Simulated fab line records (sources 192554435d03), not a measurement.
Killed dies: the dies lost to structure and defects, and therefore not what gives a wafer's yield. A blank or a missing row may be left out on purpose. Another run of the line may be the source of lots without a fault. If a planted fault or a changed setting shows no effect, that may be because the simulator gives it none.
Lot-split experiment + flow n5-finfet + 39 wafers read across 7 lots, on a route 1938 steps long

SPLIT DETAILS
At N5_HKMG_FIN_ETCH_55 (etches SOC in N2/H2, target depth 240 nm, time 300 s), the setting bias-w was moved away from the recipe's 150 W on 18 of the 39 wafers read, by -13.7% to +18.0%. For the rest of the wafers, this setting stayed at what the recipe calls for.

The reading comes from the split's own step.

THE READING
rf-vpp-V, in V, at N5_HKMG_FIN_ETCH_55 (etches SOC in N2/H2, target depth 240 nm, time 300 s). A value of 523.4 V with a standard deviation of 2.6 V is what fault-free wafers of this fab line usually give.

| wafer  | tool, chamber at the split | bias-w as run, W | against the recipe | rf-vpp-V, V | against lot-mates on the recipe |
|--------|----------------------------|------------------|--------------------|-------------|---------------------------------|
| L075.1 | rie-diel-01, 1             | 150              | recipe             | 525.3       | -                               |
| L075.2 | rie-diel-01, 0             | 175.8            | +17.2%             | 583.1       | +59.5                           |
| L075.3 | rie-diel-01, 2             | 150              | recipe             | 522.4       | -                               |
| L075.4 | rie-diel-01, 3             | 175.8            | +17.2%             | 582.1       | +58.5                           |
| L075.5 | rie-diel-01, 2             | 175.8            | +17.2%             | 578.2       | +54.6                           |
| L075.6 | rie-diel-01, 1             | 150              | recipe             | 523.1       | -                               |
| L076.1 | rie-diel-01, 2             | 129.4            | -13.7%             | 476.5       | -49.2                           |
| L076.2 | rie-diel-01, 3             | 150              | recipe             | 527.3       | -                               |
| L076.3 | rie-diel-01, 0             | 129.4            | -13.7%             | 479.0       | -46.7                           |
| L076.4 | rie-diel-01, 1             | 129.4            | -13.7%             | 478.5       | -47.2                           |
| L076.5 | rie-diel-01, 1             | 150              | recipe             | 523.6       | -                               |
| L076.6 | rie-diel-01, 0             | 150              | recipe             | 526.3       | -                               |
| L083.1 | rie-diel-01, 2             | 166.9            | +11.3%             | 559.2       | +35.0                           |
| L083.2 | rie-diel-01, 1             | 150              | recipe             | 525.0       | -                               |
| L083.3 | rie-diel-01, 3             | 150              | recipe             | 525.5       | -                               |
| L083.4 | rie-diel-01, 0             | 166.9            | +11.3%             | 562.8       | +38.6                           |
| L083.5 | rie-diel-01, 1             | 166.9            | +11.3%             | 559.1       | +34.9                           |
| L083.6 | rie-diel-01, 2             | 150              | recipe             | 522.2       | -                               |
| L085.1 | rie-diel-03, 3             | 150              | recipe             | 525.3       | -                               |
| L085.2 | rie-diel-03, 0             | 150              | recipe             | 519.9       | -                               |
| L085.3 | rie-diel-03, 2             | 150              | recipe             | 523.6       | -                               |
| L086.1 | rie-diel-03, 0             | 150              | recipe             | 520.5       | -                               |
| L086.2 | rie-diel-03, 2             | 157.8            | +5.2%              | 540.1       | +16.9                           |
| L086.3 | rie-diel-03, 1             | 150              | recipe             | 523.7       | -                               |
| L086.4 | rie-diel-03, 3             | 150              | recipe             | 525.5       | -                               |
| L086.5 | rie-diel-03, 2             | 157.8            | +5.2%              | 540.5       | +17.3                           |
| L086.6 | rie-diel-03, 3             | 157.8            | +5.2%              | 542.7       | +19.5                           |
| L092.1 | rie-diel-03, 0             | 177              | +18.0%             | 577.3       | +54.5                           |
| L092.2 | rie-diel-03, 2             | 150              | recipe             | 523.5       | -                               |
| L092.3 | rie-diel-03, 3             | 177              | +18.0%             | 583.5       | +60.7                           |
| L092.4 | rie-diel-03, 0             | 150              | recipe             | 521.2       | -                               |
| L092.5 | rie-diel-03, 2             | 150              | recipe             | 523.8       | -                               |
| L092.6 | rie-diel-03, 3             | 177              | +18.0%             | 582.4       | +59.6                           |
| L097.1 | rie-diel-03, 3             | 130              | -13.3%             | 478.9       | -45.1                           |
| L097.2 | rie-diel-03, 2             | 150              | recipe             | 525.3       | -                               |
| L097.3 | rie-diel-03, 1             | 150              | recipe             | 521.2       | -                               |
| L097.4 | rie-diel-03, 3             | 150              | recipe             | 525.6       | -                               |
| L097.5 | rie-diel-03, 1             | 130              | -13.3%             | 479.4       | -44.6                           |
| L097.6 | rie-diel-03, 2             | 130              | -13.3%             | 478.2       | -45.8                           |

THE FIT
A straight line over all 39 wafers: rf-vpp-V changes by +3.29 V for each +1% of bias-w; r = +1.00; the points scatter about the line by 2 V.
The same after taking each lot's own level away (the mean of its wafers on the recipe; 39 wafers): +3.34 V for each +1%; r = +1.00; scatter 1.9 V.
On that fit, the largest move of bias-w shifts the reading by 60 V.
Measured against the standard deviation above, the lots' own levels, which go from 522.83 to 525.73 V, span 1.1 times it.
Consequently the slope shifts little with the lot-to-lot level, the two slopes agreeing.
Check: for one of the wafers moved furthest among these (+18.0%), held out of the fit, the line's prediction against its lot-mates is +60.3 V. Against them it came out at +54.5 V.
Tool readings at the split's step, against how far the setting was moved: rf-vpp-V r = +1.00.

OTHER SPLITS APPLIED TO THESE WAFERS
These wafers also went through other splits before the reading. Each is held against what the fit with the lots' levels taken away leaves over:
| other split on the same wafers       | wafers away from the commonest value | r with rf-vpp-V (lot level and that fit taken away) |
|--------------------------------------|--------------------------------------|-----------------------------------------------------|
| N5_DUMMY_GATE_EXPOSE_12 dose-mj      | 12                                   | +0.13                                               |
| N5_DUMMY_GATE_ETCH_31 target-depth-a | 9                                    | +0.00                                               |
| N5_SD_EPI_N_ETCH_35 source-w         | 12                                   | +0.01                                               |
| N5_SD_EPI_P_ETCH_37 source-w         | 18                                   | +0.17                                               |
| N5_SD_EPI_P_EPI_21 dopant-conc-cm3   | 12                                   | +0.06                                               |

THE WHOLE CHAIN: every reading that the file lists as answering this split, in the file's order
| step                | what it does                                         | reading                                                                           | change (the file's fit)               | r (the file's) |
|---------------------|------------------------------------------------------|-----------------------------------------------------------------------------------|---------------------------------------|----------------|
| N5_HKMG_FIN_ETCH_55 | etches SOC in N2/H2, target depth 240 nm, time 300 s | rf-vpp-V                                                                          | +3.33 V for each +1% of the setting   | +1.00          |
| N5_HKMG_FIN_ETCH_55 | etches SOC in N2/H2, target depth 240 nm, time 300 s | SiARC_of_HKMG_FIN_COAT_42.thk-nm (the simulator's own value, which no gauge read) | -0.181 nm for each +1% of the setting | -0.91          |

FILE'S OWN FIT
rf-vpp-V changes by +3.33 V for each +1% of bias-w, r = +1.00.
